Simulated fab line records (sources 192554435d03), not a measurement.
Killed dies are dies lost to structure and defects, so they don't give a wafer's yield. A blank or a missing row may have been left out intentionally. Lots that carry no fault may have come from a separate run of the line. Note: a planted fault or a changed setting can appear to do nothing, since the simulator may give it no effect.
Matching of chambers | flow n5_finfet | uv_cure-03 running N5_BEOL_M7_CURE_75: 3 sister chambers
The step cures SiCOH lowk, time 120 s. 3 wafers are shown with their chamber, then 7 later ones without.

== WAFERS, EACH WITH ITS CHAMBER ==
wafer  | chamber | wafer_temp_C_max
L075.6 | 2       | 371.0
L078.5 | 1       | 371.1
L081.2 | 0       | 371.6

== WAFERS MISSING THEIR CHAMBER ==
wafer  | wafer_temp_C_max
L081.5 | 371.6
L089.2 | 371.4
L089.3 | 371.8
L089.5 | 371.9
L094.1 | 371.6
L094.3 | 371.5
L094.4 | 371.2

== CHAMBER TAKEN BY EACH ==
wafer  | from the rows above          | in truth
L081.5 | 0                            | 0
L089.2 | can't be placed: 0 or 1 or 2 | 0
L089.3 | 0                            | 0
L089.5 | 0                            | 0
L094.1 | 0                            | 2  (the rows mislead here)
L094.3 | can't be placed: 0 or 1      | 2
L094.4 | can't be placed: 1 or 2 or 0 | 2
Correct placement for 3 of the 7. Not placeable from these rows: 3 (in 2, the candidates include the true chamber). Placed wrongly: 1.
How it was worked out, from the rows above alone: a wafer's distance from a chamber is the root of the sum, over the readings, of the square of ((its reading less the chamber's mean) divided by the reading's scatter). If the next closest chamber is less than 2 further off than the closest, the wafer can't be placed; otherwise it belongs to the closest. For every chamber, the mean is computed from those of its wafers that are shown. The scatter (one wafer shown for each chamber): square how far every hidden wafer sits from the nearest shown wafer, average those squares and take the square root.
